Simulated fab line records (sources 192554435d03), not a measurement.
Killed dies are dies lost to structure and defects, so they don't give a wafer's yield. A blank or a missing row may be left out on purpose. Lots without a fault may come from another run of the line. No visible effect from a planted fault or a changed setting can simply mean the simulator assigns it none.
Code-filled problem report in 8D (eight disciplines) form :: flow n5_finfet :: the parts of the form that need people (team, actions taken, sign-off) are left out

## 1. THE PROBLEM
barrier_field_endpoint_s at N5_BEOL_M9_CMP_52 reads a mean of 35.8 s on 2 wafers of 2 lots; wafers without a fault read 29.1 s with a standard deviation of 0.84. That puts it +7.9 standard deviations away from the usual mean.
The step: polishes, stops on SiCOH lowk, t overpolish 7 s, target thk 140 nm.
Earliest sighting: wafer L941.3 on cmp-02 at day 12 13:48. The record has a number at this step for 29 wafers belonging to 10 lots. The rule behind "out" and "out of limits": a value lying over 4 standard deviations away from the usual mean. The other wafers with a number count as sound.

## 2. WHAT IT IS, WHAT IT ISN'T
question: which readings at this step
is: barrier_field_endpoint_s
is not: clearing_platen_rpm, motor_current_A, slurry_flow_ml_min

question: which lots
is: L941, L943
is not: L931, L935, L937, L938, L939, L946, L953, L954

question: which wafers of those lots
is: L941.3, L943.3
is not: L941.4, L943.1, L943.6

question: read on which tools
is: cmp-02
is not: cmp-03, cmp-04

question: when
is: from day 12 13:48
is not: up to then (16 sound wafers); but 11 sound wafers of L943, L946, L953, L954 came after

## 3. SUSPECTS, AND WHAT RULES EACH OUT
Counting: a tool at a process step up to the reading stays a suspect if it ran every lot that is out. Sound lots after the first of them don't rule it out here, since some wafers of a struck lot are sound.
- pecvd-01 at N5_BEOL_M9_PECVD_70 (deposits SiO2 from TEOS/O2, target thk 20 nm, time 22.7 s): kept. Ran every lot that is out, first one L941 (day 12 06:23); last sound lot up to then L937 (day 11 20:32).
- cmp-02 at N5_BEOL_M9_CMP_52 (polishes, stops on SiCOH lowk, t overpolish 7 s, target thk 140 nm): kept. Ran every lot that is out, first one L941 (day 12 13:48); last sound lot up to then L939 (day 12 06:01). On those wafers its own readings are out: barrier_field_endpoint_s.
Left after counting: pecvd-01 at N5_BEOL_M9_PECVD_70, cmp-02 at N5_BEOL_M9_CMP_52.

## 4. THE CAUSE (what the simulator had put in)
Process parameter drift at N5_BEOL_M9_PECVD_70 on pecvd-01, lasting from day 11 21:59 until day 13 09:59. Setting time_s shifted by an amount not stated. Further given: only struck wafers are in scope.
2 suspects survive the count, and this tool is in that group.

## 5. THE CHAIN OF EFFECTS, in route order
Each row: a reading where the mean over the struck wafers with a number is more than 3 standard deviations away from the usual. Scope: only readings with a usual standard deviation given in the record; hours: median across lots of the time from each lot's start at the first step in this table that gives one to its start at this step; sigmas: change in usual standard deviations.
hours: 0
step: N5_BEOL_M9_CMP_52
reading: barrier_field_endpoint_s
usual: 29.1 s
on struck wafers: 35.8
change: +6.6
sigmas: +7.9
Process steps it contains:
- N5_BEOL_M9_CMP_52: polishes, stops on SiCOH lowk, t overpolish 7 s, target thk 140 nm.
Later steps that measure or inspect, where all struck wafers having a row at the step show a number for every such reading and not one has moved that far: N5_BEOL_M9_INSPECT_58.

## 6. WHAT WOULD HAVE CAUGHT IT SOONER
In this record the first reading out of limits was taken at day 12 13:48, 16 hours after the fault began at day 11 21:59.
An alarm limit of 4 standard deviations would not have fired on the tool readings at N5_BEOL_M9_PECVD_70 for which the record gives a usual standard deviation, since none of them was out on any struck wafer.
L943, from the lots that are out (2), started N5_BEOL_M9_PECVD_70 on pecvd-01 later than day 12 13:48. Had the tool been put on hold then, it would have been spared.
